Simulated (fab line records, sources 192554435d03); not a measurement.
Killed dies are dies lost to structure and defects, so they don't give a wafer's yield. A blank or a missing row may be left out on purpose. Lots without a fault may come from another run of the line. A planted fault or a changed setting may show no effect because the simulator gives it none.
fab line records | flow n5_finfet
record lots=4 wafers=12 last_day=19
route steps=1938 shown BEOL_M11@1590 BEOL_M12@1602 PASSIVATION@1936
lots that met no fault: from a run of the same line without faults
start_h: hours from the record's first day to the start of the lot's first wafer shown | wait_h: hours since the lot's step before | " the same as in the row above | L1.1+2: a row that stands for several wafers | - no value, or no start given | * or withheld: withheld | < > ~ a bound
route shown NAME@n: a module of which the file shows steps, and the number in the route of the first | usual: mean/standard deviation of fault-free wafers | same: alike in all rows | chamber/n: place in a boat | sites: the reading at each site | _std_site: their standard deviation | _edge_site: outer sites' mean less inner sites' | radius_mm: how far each site lies from the wafer's centre | mask NAME#n: copy n | behind: the tool/chamber that last shaped the wafer | hold: why the lot was held/for how many hours/how that ended | device: the transistor (n, p or np) that didn't switch | end of line: the same wafers' tests at the end of the route | a step without rows: its recipe alone | killed: dies lost to structure and defects at the first sort, not the wafer's yield | map: a wafer's dies, x killed, . not, _ none there
set.NAME: the setting as run; set.NAME@STEP: as run at that earlier step | model.NAME: the simulator's own value behind a step, which no gauge read
lots at some steps of the route; a table a step, a row a wafer
services: from which hour (start_h, from the record's first day; less than 0 if before it) a tool's chamber was out of use, for how many hours, and why
## steps
# step N5_BEOL_M11_ALD_74
# recipe material=TaN target_thk_a=20 temp_c=275 ald_precursor_family=PDMAT ald_co_reactant=NH3 pressure_torr=3 carrier_flow_sccm=1500 pulse_time_s=2 purge_time_s=3 co_reactant_purge_time_s=2 co_reactant_pulse_time_s=3 ald_cycles=40 precursor_vessel_temp_c=75 precursor_vessel_pressure_torr=26.25 precursor_vessel_carrier_sccm=1000
# step N5_BEOL_M11_SURFACE_TREAT_76
# recipe gas=Ar time_s=* ion_energy_ev=* ion_current_ma_cm2=0.5 pressure_mtorr=* ar_flow_sccm=30
# step N5_BEOL_M11_CVD_75
# recipe material=Co target_thk_a=20 temp_c=withheld precursor=CCTBA/H2 pressure_torr=30 time_s=138.9
# step N5_BEOL_M11_SPUTTER_48
# recipe material=Cu target_thk_a=120 temp_c=-20 bias_v=60 power_w=26000 chamber_pressure_pa=0.13 time_s=2
# step N5_BEOL_M11_ECD_50
# recipe material=Cu target_thk_a=3180
# step N5_BEOL_M11_ANNEAL_51
# recipe temp_c=225 time_s=90 ambient=N2
# step N5_BEOL_M11_CMP_52
# recipe stop_on=SiCOH_lowk t_overpolish_s=7 down_force_psi=1 platen_rpm=50 clearing_platen_down_force_psi=1.5 clearing_platen_rpm=50 post_cmp_clean=cu_alkaline target_thk_nm=140 clearing_platen_pad_velocity_m_s=0.99484 pad_velocity_m_s=0.99484
# step N5_BEOL_M11_PRE_CLEAN_55
# recipe gas=NH3 time_s=15 temp_c=withheld rf_power_w=300
# step N5_BEOL_M11_DEP_56
# recipe material=SiCN target_thk_a=300 temp_c=withheld precursor=3MS/NH3 pressure_torr=3 rf_w=675 time_s=10.5
# step N5_BEOL_M12_ILD_DEP_00
# recipe material=SiOC target_thk_a=6589.2 temp_c=350 precursor=DEMS/O2 pressure_torr=5 rf_w=500 time_s=130.7
# usual heater_power_w=524/82 rf_fwd_power_W=497.6/1.9 showerhead_plenum_p_Torr=5.689/0.02 throttle_valve_pct=12.1/0.73
# columns lot.wafer tool chamber start_h wait_h heater_power_w rf_fwd_power_W showerhead_plenum_p_Torr since_wet_clean_h throttle_valve_pct model.SiOC_of_BEOL_M12_ILD_DEP_00.thk_nm
L977.3 pecvd-01 1 328.94 0.0 608 498.1 5.705 1939 12.1 651.6
L977.4 " 2 " " 590 499.4 5.682 - 11.1 657.6
L977.6 " 0 " " 456 499.7 5.654 - 13.2 645.6
L979.2 pecvd-02 1 337.57 0.0 623 496.4 5.721 1585 12.9 654.2
L979.3 " 2 " " 567 496.9 5.696 103 11.6 656.8
L979.5 " 0 " " 427 493.7 5.715 - 12.5 661.6
L988.1 pecvd-02 1 371.82 0.0 586 496.2 5.713 1619 12.7 888.2
L988.4 " 1 " " 615 495.3 5.713 - 12.7 909.8
L988.6 " 2 " " 601 496.1 5.699 - 11.2 671.4
L987.1 pecvd-02 1 411.87 0.0 648 500.6 5.706 1660 12.8 883
L987.4 " 2 " " 513 494.6 5.698 - 11.7 656.6
L987.6 " 0 " " 372 495.1 5.689 - 12.3 661.4
# step N5_BEOL_M12_THK_MEAS_01
# recipe reads=SiOC_of_BEOL_M12_ILD_DEP_00
# usual M12_ILD_THK=658/8.6
# columns lot.wafer tool chamber start_h wait_h M12_ILD_THK[nm]
L977.3 film_metro-01 - 329.07 0.1 652
L977.4 " - " " 657
L977.6 " - " " 646
L979.2 film_metro-02 - 337.70 0.1 654
L979.3 " - " " 656
L979.5 " - " " 661
L988.1 film_metro-02 - 371.95 0.1 888
L988.4 " - " " 910
L988.6 " - " " 671
L987.1 film_metro-01 - 412.00 0.1 883
L987.4 " - " " 657
L987.6 " - " " 661
# step N5_BEOL_M12_COAT_58
# recipe resist=BARC temp_c=205 time_s=60 spin_rpm=1500 resist_thk_nm=89
# step N5_BEOL_M12_COAT_04
# recipe spin_rpm=1625 resist_thk_nm=400
# step N5_BEOL_M12_EBR_06
# recipe solvent=PGMEA ebr_width_mm=1.5
# step N5_BEOL_M12_SOFTBAKE_05
# recipe temp_c=130 time_s=60
# step N5_BEOL_M12_EXPOSE_07
# recipe mask_id=V11 na=0.93 source_shape=conventional sigma_outer=0.6 polarization=unpolarized attpsm_phase_deg=180 dose_mj=32.5
# step N5_BEOL_M12_PEB_08
# recipe peb_temp_c=130 peb_time_s=90
# step N5_BEOL_M12_DEVELOP_09
# recipe develop_time_s=45 rinse_liquid=diw dry=air_spin dev_temp_c=21
# step N5_BEOL_M12_HARDBAKE_14
# recipe temp_c=130 time_s=120
# step N5_BEOL_M12_DESCUM_15
# recipe chemistry=O2 time_s=7.9 source_power_w=50 bias_power_w=20 pressure_mtorr=20 rf_frequency_hz=2.712e+07 temp_c=40 o2_flow_sccm=225
# step N5_BEOL_M12_ETCH_59
# recipe chemistry=N2/H2 target=BARC target_depth_a=890 overetch_a=267 time_s=67.9 ion_energy_ev=200 pressure_mtorr=30 source_w=840 bias_w=150 n2_flow_sccm=200 h2_flow_sccm=200
# step N5_BEOL_M12_VIA_ETCH_16
# recipe chemistry=C4F8/O2/Ar target=SiOC pressure_mtorr=30 source_w=3000 bias_w=700 Ar_flow_sccm=400 C4F8_flow_sccm=15 O2_flow_sccm=8 he_inner_torr=15 he_outer_torr=30 target_depth_a=7248 time_s=withheld ion_energy_ev=250 ends=cleared
# usual C4F8_flow_sccm=14.99/0.044 O2_flow_sccm=8.003/0.023 drypump_motor_current_A=5.8/0.46 oes_product_au=0.73/0.08 rf_fwd_power_W=2990/10 rf_vpp_V=665/3.5 showerhead_plenum_p_Torr=3.38/0.12 throttle_valve_pct=24.15/0.19
# columns lot.wafer tool chamber start_h wait_h C4F8_flow_sccm O2_flow_sccm drypump_motor_current_A oes_product_au rf_fwd_power_W rf_vpp_V showerhead_plenum_p_Torr throttle_valve_pct model.etch.depth_nm model.coat_of_BEOL_M12_COAT_04.thk_nm
L977.3 rie_diel-01 0 329.67 0.0 14.96 8.040 5.5 0.67 2968 662 3.28 24.49 651.6 125.8
L977.4 " 1 " " 14.93 7.993 5.9 0.62 2999 659 3.24 24.19 657.5 123.6
L977.6 " 0 " " 14.97 8.011 5.6 0.67 2990 661 3.28 24.48 645.6 125.8
L979.2 rie_diel-04 0 338.31 0.0 14.91 7.938 5.8 0.66 2976 661 3.27 24.01 654.3 124.6
L979.3 " 2 " " 14.98 8.008 6.0 0.81 2986 669 3.47 24.09 656.8 125.2
L979.5 " 0 " " 14.96 7.957 5.8 0.66 2983 661 3.27 24.01 661.5 124.6
L988.1 rie_diel-01 2 372.65 0.0 15.09 7.991 6.1 0.84 - 664 3.34 24.22 888.2 58
L988.4 " 1 " " 14.96 8.022 5.9 0.95 - 670 3.63 23.87 909.7 52.4
L988.6 " 1 " " 14.93 8.021 5.9 0.90 2998 671 3.63 23.87 671.3 121.4
L987.1 rie_diel-04 3 412.68 0.0 14.95 7.998 6.7 0.73 - 670 3.57 24.21 883.1 55.8
L987.4 " 1 " " 15.02 7.981 5.7 0.67 2988 662 3.28 24.22 656.6 122
L987.6 " 3 " " 15.00 7.983 6.7 0.72 2984 670 3.57 24.20 661.4 122.2
# step N5_BEOL_M12_STRIP_63
# recipe chemistry=N2/H2 power_w=1000 temp_c=250 h2_frac=0.65 overash_fraction=0.3 pressure_mtorr=1000 n2_flow_sccm=1750 h2_flow_sccm=3250
# usual drypump_motor_current_A=5.8/0.52 heater_power_w=311/18 n2_flow_sccm=1750/4.8 oes_product_au=0.693/0.0046 strip_time_to_endpoint_s=42.4/0.74
# columns lot.wafer tool chamber start_h wait_h drypump_motor_current_A heater_power_w n2_flow_sccm oes_product_au rf_hours_counter_h strip_time_to_endpoint_s
L977.3 plasma_asher-01 1 329.89 - 6.4 306 1757 0.694 - 43.3
L977.4 " 0 " " 5.9 275 1748 0.699 - 42.7
L977.6 " 0 " " 5.9 277 1749 0.693 - 43.2
L979.2 plasma_asher-02 0 338.51 - 6.1 323 1755 0.690 92 43.0
L979.3 " 0 " " 6.1 321 1753 0.697 - 43.1
L979.5 " 0 " " 6.1 316 1758 0.692 - 42.9
L988.1 plasma_asher-01 1 372.85 - 6.4 300 1743 0.668 138 24.1
L988.4 " 0 " " 5.9 273 1745 0.659 - 22.3
L988.6 " 1 " " 6.4 300 1757 0.688 - 42.0
L987.1 plasma_asher-02 1 412.88 - 5.0 326 1750 0.672 109 23.4
L987.4 " 0 " " 6.1 326 1749 0.698 - 42.2
L987.6 " 1 " " 5.0 323 1745 0.698 - 42.3
# step N5_BEOL_M12_STRIP_64
# recipe chemistry=N2/H2 power_w=1000 temp_c=250 h2_frac=0.65 overash_fraction=0.3 pressure_mtorr=withheld n2_flow_sccm=1750 h2_flow_sccm=3250
# step N5_BEOL_M12_STRIP_71
# recipe chemistry=post_etch_residue_remover time_s=60 temp_c=25 remover_ph=withheld remover_water_wt_pct=withheld remover_fluoride_wt_pct=withheld
# step N5_BEOL_M12_SRD_72
# recipe time_s=30 temp_c=23 rinse_liquid=diw dry=n2_spin spin_rpm=1500 dry_time_s=30
# step N5_BEOL_M12_COAT_65
# recipe resist=SOC temp_c=250 time_s=60 spin_rpm=1500 resist_thk_nm=300
# step N5_BEOL_M12_COAT_66
# recipe resist=SiARC temp_c=220 time_s=60 spin_rpm=1500 resist_thk_nm=110
# step N5_BEOL_M12_COAT_22
# recipe spin_rpm=2888 resist_thk_nm=300
# step N5_BEOL_M12_EBR_24
# recipe solvent=PGMEA ebr_width_mm=1.5
# step N5_BEOL_M12_SOFTBAKE_23
# recipe temp_c=130 time_s=60
# step N5_BEOL_M12_EXPOSE_25
# recipe mask_id=M12 na=0.93 source_shape=conventional sigma_outer=0.4 polarization=unpolarized dose_mj=21.8
# step N5_BEOL_M12_PEB_26
# recipe peb_temp_c=130 peb_time_s=90
# step N5_BEOL_M12_DEVELOP_27
# recipe develop_time_s=45 rinse_liquid=diw dry=air_spin dev_temp_c=21
# step N5_BEOL_M12_HARDBAKE_32
# recipe temp_c=130 time_s=120
# step N5_BEOL_M12_CMP_49
# recipe stop_on=SiOC t_overpolish_s=20.6 down_force_psi=1 platen_rpm=50 clearing_platen_down_force_psi=1.5 clearing_platen_rpm=50 post_cmp_clean=cu_alkaline target_thk_nm=320 clearing_platen_pad_velocity_m_s=0.99484 pad_velocity_m_s=0.99484
# usual motor_current_A=6.2/0.44
# columns lot.wafer tool chamber start_h wait_h motor_current_A model.SiOC_of_BEOL_M12_ILD_DEP_00.thk_nm
L977.3 cmp-01 1 334.23 0.2 6.6 591.6
L977.4 " 0 " " 6.2 598.6
L977.6 " 2 " " 5.7 585.6
L979.2 cmp-02 3 342.84 0.2 5.3 595
L979.3 " 1 " " 7.3 598.4
L979.5 " 3 " " 5.6 603
L988.4 cmp-03 1 377.42 0.5 6.7 850
L988.1 " 2 " " 5.9 830.4
L988.6 " 1 " " 6.4 613.8
L987.4 cmp-03 2 418.26 0.2 6.3 597.2
L987.1 " 0 " " 5.7 823.4
L987.6 " 1 " " 6.2 601.4
# step N5_PASSIVATION_PROBE_49
# usual defect_limited_yield=91.2/1.4 killed_at_M0_to_M3=34/9.7 killed_at_M4_up=14/5.2 killed_at_contacts=13/6.7 killed_at_front_end=39/11 killed_at_other=3.6/2.6 killed_dies=104/17 killed_open=69/12 killed_short=34/8.2 sort_bin_5_function=5.3/0.89 sort_bin_6_memory=3.2/0.69 sort_n_pass=1076/17 sort_yield_pct=91.2/1.4
# same gross_dies=1180 killed_at_back_side=0 sort_bin_4_leakage[%]=0 sort_bin_8_speed[%]=0
# columns lot.wafer tool chamber start_h wait_h defect_limited_yield[%] killed_at_M0_to_M3 killed_at_M4_up killed_at_contacts killed_at_front_end killed_at_other killed_dies killed_open killed_short sort_bin_5_function[%] sort_bin_6_memory[%] sort_n_pass sort_yield_pct[%]
L979.2 prober-02 - 379.64 0.1 95.2 12 9 9 26 1 57 34 22 3.1 1.4 1123 95.2
L979.3 prober-02 - 379.69 0.1 91.4 35 7 10 49 1 102 71 30 5.1 3.3 1078 91.4
L979.5 prober-02 - 379.79 0.2 91.4 24 17 17 38 5 101 66 35 5.1 2.9 1079 91.4
# killed by level:class
L979.2 FIN_SAQP:geometric_particle:open=6 MOL_CONTACT_COAG:geometric_particle:open=6 FIN_SAQP:geometric_particle:short=5 BEOL_M1:geometric_particle:open=4 STARTING-WAFER:geometric_particle:open=3 MOL_CONTACT_COAG:geometric_particle:short=3 BEOL_M4:geometric_particle:open=3 BEOL_M5:geometric_particle:open=3
L979.3 FIN_SAQP:geometric_particle:open=12 BEOL_M3:geometric_particle:open=10 MOL_CONTACT_COAG:geometric_particle:open=9 FIN_SAQP:geometric_particle:short=8 BEOL_M2:geometric_particle:open=7 BEOL_M0_SAQP:geometric_particle:short=6 DUMMY_GATE:geometric_particle:open=5 BEOL_M0_SAQP:geometric_particle:open=5
L979.5 FIN_SAQP:geometric_particle:open=14 MOL_CONTACT_COAG:geometric_particle:open=12 BEOL_M2:geometric_particle:open=7 BEOL_M3:geometric_particle:open=6 GATE_CUT:geometric_particle:short=6 MOL_CONTACT_COAG:geometric_particle:short=5 BEOL_M0_SAQP:geometric_particle:short=5 FIN_SAQP:geometric_particle:short=4
## services
# columns tool chamber start_h hours kind
pecvd-02 - 311.50 0.8 repair
cmp-01 - 319.66 0.3 repair
cmp-01 - 341.28 0.9 repair
rie_diel-01 1 344.07 - clean
rie_diel-01 1 344.07 - consumable_replace:focus_ring
rie_diel-01 1 344.07 - consumable_replace:showerhead
rie_diel-01 1 344.07 20.9 scheduled_down
rie_diel-01 1 344.07 20.9 vent_cycle
plasma_asher-01 - 361.71 1.8 repair
cmp-02 - 362.43 27.2 repair
rie_diel-04 2 363.48 6.0 repair
pecvd-01 0 369.33 5.5 scheduled_down
cmp-01 - 372.26 5.4 pm
cmp-02 - 390.40 3.9 pm
rie_diel-01 - 409.64 0.3 repair
## key
first_sign step=N5_BEOL_M12_THK_MEAS_01 reading=M12_ILD_THK direction=up sigmas=28 usual=658 struck=894
effect step=N5_BEOL_M12_STRIP_63 reading=strip_time_to_endpoint_s direction=down sigmas=26 usual=* struck=*
model_effect step=N5_BEOL_M12_ILD_DEP_00 value=SiOC_of_BEOL_M12_ILD_DEP_00.thk_nm without=660.7 struck=893.7
model_effect step=N5_BEOL_M12_VIA_ETCH_16 value=etch.depth_nm without=660.7 struck=893.7
model_effect step=N5_BEOL_M12_CMP_49 value=SiOC_of_BEOL_M12_ILD_DEP_00.thk_nm without=601.6 struck=834.6
met_at N5_BEOL_M12_ILD_DEP_00
struck_wafers L987.1,L988.1,L988.4
onset_between 337.57 371.82
fault kind=process_parameter_drift tool=pecvd-02 chamber=1 onset_h=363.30 steps=N5_BEOL_M12_ILD_DEP_00 channel=target_thk_a offset=* shape=step end_h=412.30 acts_in=* stated=*
